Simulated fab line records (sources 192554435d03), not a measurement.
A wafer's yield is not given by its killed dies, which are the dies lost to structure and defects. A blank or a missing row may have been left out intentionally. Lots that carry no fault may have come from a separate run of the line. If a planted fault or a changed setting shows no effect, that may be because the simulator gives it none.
fab line records ; flow n5-finfet
record lots=5; wafers=13; last-day=18
route steps=1938 shown DUMMY_GATE@225 SPACER0@258 SD_EPI_N@262 BEOL_M4@1111 PASSIVATION@1936
lots untouched by any fault: they come from a run of this same line in which no faults occurred
start-h: hours from the record's first day to the start of the lot's first wafer shown ; wait-h: hours elapsed since this lot's preceding step ; " identical to the entry in the row above ; L1.1+2: a row that stands for several wafers ; - either no value or no given start ; * or withheld: withheld ; < > ~ a bound
route shown NAME@n: NAME is a module with steps in the file, n the number in the route of the first one ; usual: mean and standard deviation over wafers with no fault ; same: alike in all rows ; chamber/n: place in a boat ; sites: the reading at each site ; _std_site: the standard deviation of these ; _edge_site: outer sites' mean less inner sites' ; radius-mm: for every site, how far away it sits from the centre of the wafer ; mask NAME#n: copy n ; behind: tool/chamber where the wafer was last shaped ; hold: cause of the lot's hold/its duration in hours/its outcome ; device: which transistor (n, p or np) failed to switch ; end of line: the tests these same wafers got at the end of their route ; where a step has no rows: the recipe by itself ; killed: the dies lost at the first sort to structure and to defects; this is not the yield of the wafer ; map: a wafer's dies, x killed, . not, _ none there
set.NAME: the run value of the setting; set.NAME@STEP: its run value at that earlier step ; model.NAME: the simulator's own value behind a step, which no gauge read
lots at some steps of the route; a table a step, a row a wafer
services: from which hour (start-h, from the record's first day; less than 0 if before it) a tool's chamber was out of use, for how many hours, and why
## steps
# step N5_DUMMY_GATE_COAT_09
# recipe resist=CAR-EUV; spin-rpm=1500; resist-thk-nm=30
# step N5_DUMMY_GATE_EBR_11
# recipe solvent=PGMEA; ebr-width-mm=1.5
# step N5_DUMMY_GATE_SOFTBAKE_10
# recipe temp-c=110; time-s=60; resist=CAR-EUV
# step N5_DUMMY_GATE_EXPOSE_12
# recipe mask-id=GATE; na=0.33; source-shape=annular; sigma-inner=0.2; sigma-outer=0.6; polarization=unpolarized; target-cd-nm=25; dose-mj=34
# step N5_DUMMY_GATE_PEB_13
# recipe peb-temp-c=100; peb-time-s=60; resist=CAR-EUV
# step N5_DUMMY_GATE_DEVELOP_14
# recipe develop-time-s=30; developer=TMAH; resist=CAR-EUV; rinse-liquid=surfactant-rinse; dry=air-spin; dev-temp-c=23
# step N5_DUMMY_GATE_DESCUM_20
# recipe chemistry=O2; time-s=6.2; source-power-w=50; bias-power-w=20; pressure-mtorr=20; rf-frequency-hz=2.712e+07; temp-c=40; resist=CAR-EUV; o2-flow-sccm=225
# step N5_DUMMY_GATE_ETCH_29
# recipe chemistry=N2/H2; target=underlayer; target-depth-a=130; ion-energy-ev=200; pressure-mtorr=30; source-w=840; bias-w=150; n2-flow-sccm=200; h2-flow-sccm=200
# step N5_DUMMY_GATE_ETCH_36
# recipe chemistry=CF4; target=SiARC; target-depth-a=130; pressure-mtorr=40; source-w=545; bias-w=36; Ar_flow_sccm=100; cf4-flow-sccm=100; ion-energy-ev=80
# step N5_DUMMY_GATE_ETCH_37
# recipe chemistry=N2/H2; target=SOC; target-depth-a=600; overetch-a=300; temp-c=40; ion-energy-ev=200; pressure-mtorr=30; source-w=840; bias-w=150; n2-flow-sccm=200; h2-flow-sccm=200
# usual drypump-motor-current-A=5.5/0.35; oes-product-au=0.60/0.047; rf-vpp-V=524.5/2; showerhead-plenum-p-Torr=2.56/0.061; throttle-valve-pct=17.85/0.14
lot.wafer;tool;chamber;start-h;wait-h;drypump-motor-current-A;oes-product-au;rf-hours-counter-h;rf-vpp-V;showerhead-plenum-p-Torr;throttle-valve-pct;model.SiARC_of_DUMMY_GATE_COAT_35.thk-nm
L279.1;rie-diel-05;1;47.80;0.0;5.5;0.60;150;524.4;2.56;17.93;5.4
L279.4;rie-diel-05;0;47.80;0.0;5.8;0.59;150;527.4;2.64;17.81;5
L279.6;rie-diel-05;3;47.80;0.0;5.8;0.62;-;525.4;2.56;18.04;4.8
L289.2;rie-diel-05;3;110.13;0.0;5.8;0.62;139;524.0;2.56;18.05;2.6
L289.3;rie-diel-05;0;110.13;0.0;5.8;0.58;167;526.3;2.63;17.83;2.6
L294.3;rie-diel-05;1;140.09;0.0;5.6;0.57;179;524.8;2.55;17.96;3.4
L294.6;rie-diel-05;0;140.09;0.0;5.8;0.58;-;525.0;2.63;17.85;5
L295.2;rie-diel-05;2;146.46;0.0;5.2;0.58;168;523.9;2.53;17.70;3.2
L295.5;rie-diel-05;2;146.46;0.0;5.2;0.59;-;522.5;2.53;17.69;5.2
L295.6;rie-diel-05;3;146.46;0.0;5.8;0.61;-;523.6;2.55;18.07;5
L301.1;rie-diel-03;3;179.97;0.0;5.6;0.59;160;529.2;2.64;18.04;4.6
L301.4;rie-diel-03;1;179.97;0.0;5.1;0.60;152;523.9;2.52;17.78;5
L301.5;rie-diel-03;1;179.97;0.0;5.1;0.60;-;523.3;2.52;17.80;5
# step N5_DUMMY_GATE_STRIP_38
# recipe chemistry=N2/H2; temp-c=40; n2-flow-sccm=200; h2-flow-sccm=200; rf-frequency-hz=6e+07
# step N5_DUMMY_GATE_STRIP_39
# recipe chemistry=N2/H2; temp-c=40; n2-flow-sccm=200; h2-flow-sccm=200; rf-frequency-hz=6e+07
# step N5_DUMMY_GATE_TRIM_49
# recipe chemistry=O2; resist=SOC; time-s=29; target-cd-nm=14; source-power-w=300; bias-power-w=0; O2_flow_sccm=100; temp-c=20
# usual drypump-motor-current-A=5.7/0.4; oes-product-au=1.005/0.018; throttle-valve-pct=8.25/0.21
lot.wafer;tool;chamber;start-h;wait-h;drypump-motor-current-A;oes-product-au;rf-hours-counter-h;throttle-valve-pct;model.DUMMY_GATE.cd-nm
L279.1;rie-si-01;1;47.89;0.0;5.9;0.999;27;7.99;13.8
L279.4;rie-si-01;2;47.89;0.0;6.5;1.015;123;8.33;14.2
L279.6;rie-si-01;2;47.89;0.0;6.5;1.027;-;8.34;14
L289.2;rie-si-05;1;110.21;0.0;5.9;1.030;35;7.81;13
L289.3;rie-si-05;0;110.21;0.0;5.6;1.018;192;8.22;13.4
L294.3;rie-si-04;0;140.17;0.0;5.6;1.013;167;8.44;12.8
L294.6;rie-si-04;1;140.17;0.0;5.7;1.008;-;8.46;14
L295.2;rie-si-01;1;146.54;0.0;5.9;1.000;28;7.98;12.8
L295.5;rie-si-01;2;146.54;0.0;6.5;1.023;-;8.34;13.6
L295.6;rie-si-01;3;146.54;0.0;5.6;0.994;-;8.26;14.6
L301.1;rie-si-05;1;180.05;0.0;5.9;1.021;36;7.81;14.2
L301.4;rie-si-05;1;180.05;0.0;5.9;1.022;-;7.83;14.4
L301.5;rie-si-05;2;180.05;0.0;6.3;1.008;-;7.98;14.4
# step N5_DUMMY_GATE_STRIP_40
# recipe chemistry=CF4; resist=SiARC; power-w=300; bias-power-w=75; pressure-mtorr=50; cf4-flow-sccm=150; rf-frequency-hz=6e+07
# step N5_DUMMY_GATE_CD_MEAS_50
# recipe target-cd-nm=14
# usual cd-nm=14.2/0.39
lot.wafer;tool;chamber;start-h;wait-h;cd-nm
L279.1;cd-sem-02;-;48.03;0.0;14.0
L279.4;cd-sem-02;-;48.03;0.0;14.3
L279.6;cd-sem-02;-;48.03;0.0;14.3
L289.2;cd-sem-01;-;110.47;0.0;12.9
L289.3;cd-sem-01;-;110.47;0.0;13.4
L294.3;cd-sem-03;-;140.34;0.0;13.0
L294.6;cd-sem-03;-;140.34;0.0;13.9
L295.2;cd-sem-03;-;146.69;0.0;12.8
L295.5;cd-sem-03;-;146.69;0.0;13.8
L295.6;cd-sem-03;-;146.69;0.0;15.0
L301.1;cd-sem-01;-;180.20;0.0;14.0
L301.4;cd-sem-01;-;180.20;0.0;14.5
L301.5;cd-sem-01;-;180.20;0.0;14.1
# step N5_DUMMY_GATE_ETCH_31
# recipe chemistry=C4F6/O2; target=SiO2; mask-material=SOC; target-depth-a=825; time-s=27.5; ion-energy-ev=250; pressure-mtorr=30; source-w=345; bias-w=185; Ar_flow_sccm=300; C4F6_flow_sccm=10; O2_flow_sccm=10
# step N5_DUMMY_GATE_STRIP_41
# recipe chemistry=O2; power-w=400; temp-c=40; pressure-mtorr=30; rf-frequency-hz=6e+07; bias-power-w=0; overash-fraction=0.3; o2-flow-sccm=225
# step N5_DUMMY_GATE_HM_OPEN_21
# recipe chemistry=CH3F/O2; target=SiNx; target-depth-a=1200; Ar_flow_sccm=150; CH3F_flow_sccm=30; O2_flow_sccm=23; time-s=171.4; pressure-mtorr=30; source-w=395; bias-w=73; ion-energy-ev=120.7
# step N5_DUMMY_GATE_ETCH_32
# recipe chemistry=CF4; target=SiO2; target-depth-a=35; time-s=3.9; ion-energy-ev=350; pressure-mtorr=10; icp-w=800; bias-w=400; cf4-flow-sccm=80
# step N5_DUMMY_GATE_ETCH_23
# recipe chemistry=HBr/Cl2/O2; HBr_flow_sccm=150; Cl2_flow_sccm=80; O2_flow_sccm=12; bias-w=102; target-depth-a=410; time-s=22.3; target=poly-Si; mask-material=SiO2; pressure-mtorr=10; icp-w=800
# step N5_DUMMY_GATE_ETCH_44
# recipe chemistry=HBr/O2; over-etch-frac=0.7; target-depth-a=1275; stop-on=SiO2; ion-energy-ev=60; bias-w=20; target=poly-Si; mask-material=SiO2; pressure-mtorr=20; icp-w=400; HBr_flow_sccm=120; O2_flow_sccm=10
# step N5_DUMMY_GATE_CD_MEAS_24
# recipe target-cd-nm=15
# usual cd-nm=15.2/0.42
lot.wafer;tool;chamber;start-h;wait-h;cd-nm
L279.1;cd-sem-03;-;48.53;0.1;15.1
L279.4;cd-sem-03;-;48.53;0.1;14.7
L279.6;cd-sem-03;-;48.53;0.1;14.7
L289.2;cd-sem-03;-;111.06;0.1;13.7
L289.3;cd-sem-03;-;111.06;0.1;14.9
L294.3;cd-sem-02;-;140.84;0.1;14.1
L294.6;cd-sem-02;-;140.84;0.1;15.4
L295.2;cd-sem-02;-;147.18;0.1;13.9
L295.5;cd-sem-02;-;147.18;0.1;14.8
L295.6;cd-sem-02;-;147.18;0.1;15.8
L301.1;cd-sem-03;-;180.69;0.1;15.1
L301.4;cd-sem-03;-;180.69;0.1;15.6
L301.5;cd-sem-03;-;180.69;0.1;15.6
# step N5_DUMMY_GATE_ETCH_42
# recipe chemistry=CHF3/O2; target=SiO2; target-depth-a=35; time-s=31; ion-energy-ev=30; bias-w=12; pressure-mtorr=30; source-w=600; Ar_flow_sccm=200; CHF3_flow_sccm=50; O2_flow_sccm=5
# usual drypump-motor-current-A=5.6/0.44; oes_o_777_au=0.76/0.057; oes-product-au=0.75/0.059; rf-vpp-V=42.4/1.2; showerhead-plenum-p-Torr=2.41/0.056; throttle-valve-pct=18.84/0.13
lot.wafer;tool;chamber;start-h;wait-h;drypump-motor-current-A;oes_o_777_au;oes-product-au;rf-hours-counter-h;rf-vpp-V;showerhead-plenum-p-Torr;throttle-valve-pct;model.DUMMY_GATE.cd-nm
L279.1;rie-diel-03;0;48.58;0.0;5.5;0.93;0.94;15;42.8;2.37;18.67;15
L279.4;rie-diel-03;1;48.58;0.0;5.1;0.80;0.80;112;42.8;2.42;18.75;14.8
L279.6;rie-diel-03;3;48.58;0.0;5.6;0.80;0.81;-;42.9;2.52;19.07;14.8
L289.2;rie-diel-05;3;111.24;0.2;5.9;0.78;0.77;140;43.8;2.40;18.76;14
L289.3;rie-diel-05;1;111.24;0.2;5.6;0.72;0.71;168;40.8;2.39;18.78;14.4
L294.3;rie-diel-04;1;140.88;0.0;5.6;0.80;0.80;102;40.3;2.42;19.03;14.2
L294.6;rie-diel-04;3;140.88;0.0;4.9;0.70;0.69;-;41.1;2.39;19.02;15.6
L295.2;rie-diel-03;3;147.23;0.0;5.6;0.76;0.78;150;44.6;2.51;19.11;13.8
L295.5;rie-diel-03;3;147.23;0.0;5.6;0.76;0.78;-;44.7;2.51;19.13;15
L295.6;rie-diel-03;2;147.23;0.0;5.1;0.68;0.67;-;43.0;2.47;18.73;15.8
L301.1;rie-diel-05;2;180.83;0.1;5.3;0.74;0.72;178;41.3;2.40;18.71;15.4
L301.4;rie-diel-05;3;180.83;0.1;5.8;0.76;0.74;164;42.4;2.39;18.82;15.2
L301.5;rie-diel-05;3;180.83;0.1;5.8;0.76;0.74;-;41.5;2.39;18.80;15.2
# step N5_DUMMY_GATE_STRIP_48
# recipe chemistry=N2/H2; time-s=20; power-w=100; temp-c=40; pressure-mtorr=100; rf-frequency-hz=6e+07; bias-power-w=3; n2-flow-sccm=300; h2-flow-sccm=300
# step N5_DUMMY_GATE_PRECLEAN_33
# recipe chemistry=dHF; time-s=10; dilution=750:1; temp-c=25
# step N5_DUMMY_GATE_PRECLEAN_25
# recipe chemistry=O3/DIW; time-s=45; temp-c=22; o3-ppm=10
# step N5_DUMMY_GATE_PRECLEAN_51
# recipe chemistry=SC2; time-s=45; temp-c=35; mix=1:1:50
# step N5_DUMMY_GATE_SRD_26
# recipe dry=ipa-marangoni; time-s=30; temp-c=23; rinse-liquid=diw
# step N5_DUMMY_GATE_UV_OZONE_45
# recipe time-s=120; pressure-torr=760; temp-c=25
# step N5_SPACER0_ALD_07
# recipe material=SiNx; target-thk-a=20; temp-c=400; ald-precursor-family=SiH2I2; ald-co-reactant=N2/H2-plasma; pressure-torr=2
# step N5_SPACER0_ALD_00
# recipe material=SiOCN; target-thk-a=35; temp-c=400; ald-precursor-family=alkyl-aminosilane; ald-co-reactant=O2/N2-plasma; pulse-time-s=3; purge-time-s=2; co-reactant-purge-time-s=2; ald-cycles=58; pressure-torr=2
# step N5_SPACER0_ALD_08
# recipe material=SiNx; target-thk-a=20; temp-c=400; ald-precursor-family=SiH2I2; ald-co-reactant=N2/H2-plasma; pressure-torr=2
# step N5_SD_EPI_N_COAT_32
# recipe resist=SOC; temp-c=250; time-s=60; spin-rpm=1500; resist-thk-nm=350
# step N5_SD_EPI_N_COAT_33
# recipe resist=SiARC; temp-c=220; time-s=60; spin-rpm=1500; resist-thk-nm=35
# step N5_SD_EPI_N_COAT_03
# recipe resist=CAR-ArF-block; spin-rpm=1500; resist-thk-nm=150
# step N5_SD_EPI_N_EBR_05
# recipe solvent=PGMEA; ebr-width-mm=1.5
# step N5_SD_EPI_N_SOFTBAKE_04
# recipe temp-c=110; time-s=60; resist=CAR-ArF-block
# step N5_BEOL_M4_RC_MEAS_101
# usual DIBL_N=36.2/1.6; DIBL_P=36.1/2; IOFF_N=0.16/0.032; IOFF_P=0.22/0.036; ION_N=672/11; ION_P=463/7.5; SS_N=71.4/0.58; SS_P=73.2/0.67; VT_N=250/3.3; VT_P=-250/3.3
lot.wafer;tool;chamber;start-h;wait-h;DIBL_N[mV/V];DIBL_P[mV/V];IOFF_N[nA/um];IOFF_P[nA/um];ION_N[uA/um];ION_P[uA/um];SS_N[mV/dec];SS_P[mV/dec];VT_N[mV];VT_P[mV]
L279.1;prober-02;0;172.82;0.0;37.3;39.4;0.17;0.19;680;459;71.3;73.7;249;-252
L279.4;prober-02;0;172.82;0.0;37.8;39.4;0.17;0.19;680;452;71.4;73.7;251;-253
L279.6;prober-02;0;172.82;0.0;36.9;37.5;0.14;0.17;659;448;71.0;73.1;254;-257
L289.2;prober-02;0;234.53;0.2;39.9;41.4;0.25;0.31;703;475;72.9;74.7;243;-247
L289.3;prober-02;0;234.53;0.2;40.1;41.7;0.27;0.33;698;475;73.1;75.4;242;-245
L294.3;prober-02;0;270.54;0.3;41.0;42.8;0.28;0.33;686;464;72.6;75.0;242;-244
L294.6;prober-02;0;270.54;0.3;38.0;38.3;0.22;0.26;690;469;71.6;74.0;242;-244
L295.2;prober-02;0;276.62;0.2;38.3;38.0;0.19;0.25;675;461;72.6;74.2;251;-248
L295.5;prober-02;0;276.62;0.2;34.2;34.1;0.13;0.19;665;459;70.5;73.0;256;-251
L295.6;prober-02;0;276.62;0.2;32.5;30.8;0.11;0.15;664;451;70.6;71.6;254;-253
L301.1;prober-02;0;322.86;0.0;35.0;35.9;0.14;0.18;678;465;70.4;72.6;252;-251
L301.4;prober-02;0;322.86;0.0;35.1;36.2;0.13;0.18;679;464;71.2;72.8;251;-252
L301.5;prober-02;0;322.86;0.0;36.3;37.7;0.16;0.21;677;467;71.5;72.8;250;-253
# step N5_PASSIVATION_PROBE_49
# usual defect-limited-yield=91.4/1.3; killed_at_M0_to_M3=34/10; killed_at_M4_up=14/5.6; killed-at-contacts=13/5.9; killed-at-front-end=37/9.9; killed-at-other=3.5/2.8; killed-dies=101/15; killed-open=67/12; killed-short=32/6.6; sort_bin_5_function=5.0/0.81; sort_bin_6_memory=3.2/0.66; sort-n-pass=1079/15; sort-yield-pct=91.4/1.3
# same gross-dies=1180; killed-at-back-side=0; sort_bin_4_leakage[%]=0; sort_bin_8_speed[%]=0
lot.wafer;tool;chamber;start-h;wait-h;defect-limited-yield[%];killed_at_M0_to_M3;killed_at_M4_up;killed-at-contacts;killed-at-front-end;killed-at-other;killed-dies;killed-open;killed-short;sort_bin_5_function[%];sort_bin_6_memory[%];sort-n-pass;sort-yield-pct[%]
L289.2;prober-02;-;337.14;0.1;90.8;43;15;10;34;7;109;70;37;5.0;3.9;1071;90.8
L289.3;prober-02;-;337.19;0.1;91.1;47;13;6;32;7;105;81;24;5.8;2.6;1075;91.1
L294.3;prober-01;-;372.03;0.1;90.6;41;14;16;34;6;111;65;44;5.3;3.8;1069;90.6
L295.2;prober-01;-;376.62;0.1;91.8;36;8;14;36;3;97;55;41;5.1;2.5;1083;91.8
# killed by level:class
L289.2 BEOL_M2:geometric-particle:open=15 STI_FIN_REVEAL:geometric-particle:open=12 FIN_SAQP:geometric-particle:short=8 MOL_CONTACT_COAG:geometric-particle:open=7 BEOL_M0_SAQP:geometric-particle:short=7 BEOL_M0_SAQP:geometric-particle:open=6 BEOL_M3:geometric-particle:open=6 BEOL_M8:geometric-particle:open=5
L289.3 BEOL_M0_SAQP:geometric-particle:open=14 BEOL_M2:geometric-particle:open=12 FIN_SAQP:geometric-particle:open=11 BEOL_M0_SAQP:geometric-particle:short=9 STI_FIN_REVEAL:geometric-particle:open=6 MOL_CONTACT_COAG:geometric-particle:open=5 BEOL_M1:geometric-particle:open=5 BEOL_M3:geometric-particle:open=5
L294.3 MOL_CONTACT_COAG:geometric-particle:open=14 BEOL_M0_SAQP:geometric-particle:short=11 BEOL_M0_SAQP:geometric-particle:open=8 BEOL_M3:geometric-particle:open=8 STI_FIN_REVEAL:geometric-particle:open=7 ILD0:geometric-particle:short=7 FIN_SAQP:geometric-particle:short=5 FIN_SAQP:geometric-particle:open=5
L295.2 BEOL_M0_SAQP:geometric-particle:short=12 MOL_CONTACT_COAG:geometric-particle:open=10 FIN_SAQP:geometric-particle:short=8 GATE_CUT:geometric-particle:short=6 BEOL_M2:geometric-particle:open=6 BEOL_M0_SAQP:geometric-particle:open=5 BEOL_M1:geometric-particle:open=5 FIN_SAQP:geometric-particle:open=4
## services
tool;chamber;start-h;hours;kind
rie-diel-04;2;34.66;7.4;repair
rie-si-05;2;43.74;1.9;repair
rie-si-01;1;51.81;13.5;repair
rie-diel-03;2;63.50;4.4;repair
rie-diel-05;3;63.51;2.7;repair
rie-diel-03;-;78.65;2.5;repair
rie-si-05;1;114.00;6.8;repair
rie-diel-04;-;118.88;14.6;pm
rie-si-05;0;154.63;-;clean
rie-si-05;0;154.63;12.6;scheduled-down
rie-si-05;0;154.63;12.6;vent-cycle
rie-diel-04;3;164.80;1.4;repair
rie-si-05;3;177.78;-;clean
rie-si-05;3;177.78;18.0;scheduled-down
rie-si-05;3;177.78;18.0;vent-cycle
## key
first-sign step=N5_DUMMY_GATE_CD_MEAS_50; reading=cd-nm; direction=down; sigmas=3; usual=14.2; struck=13.0
effect step=N5_DUMMY_GATE_CD_MEAS_24; reading=cd-nm; direction=down; sigmas=2.5; usual=15.2; struck=14.2
effect step=N5_BEOL_M4_RC_MEAS_101; reading=IOFF_N; direction=up; sigmas=2.8; usual=0.16; struck=0.25; wafers-moved=3
effect step=N5_BEOL_M4_RC_MEAS_101; reading=IOFF_P; direction=up; sigmas=2.4; usual=0.22; struck=0.30
effect step=N5_BEOL_M4_RC_MEAS_101; reading=DIBL_P; direction=up; sigmas=2.4; usual=36.1; struck=41.0
effect step=N5_BEOL_M4_RC_MEAS_101; reading=SS_N; direction=up; sigmas=2.3; usual=71.4; struck=72.8
effect step=N5_BEOL_M4_RC_MEAS_101; reading=DIBL_N; direction=up; sigmas=2.2; usual=36.2; struck=39.8
model-effect step=N5_DUMMY_GATE_ETCH_37; value=SiARC_of_DUMMY_GATE_COAT_35.thk-nm; without=5.1; struck=2.95
model-effect step=N5_DUMMY_GATE_TRIM_49; value=DUMMY_GATE.cd-nm; without=13.95; struck=13
model-effect step=N5_DUMMY_GATE_ETCH_42; value=DUMMY_GATE.cd-nm; without=15.1; struck=14.1
met-at N5_DUMMY_GATE_ETCH_37
struck-wafers L289.2,L289.3,L294.3,L295.2
onset-between 47.80 110.13
fault kind=process-parameter-drift; tool=rie-diel-05; chamber=-; onset-h=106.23; steps=N5_DUMMY_GATE_ETCH_37; channel=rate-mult; offset=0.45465; shape=step; end-h=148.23; scope=struck-wafers-only
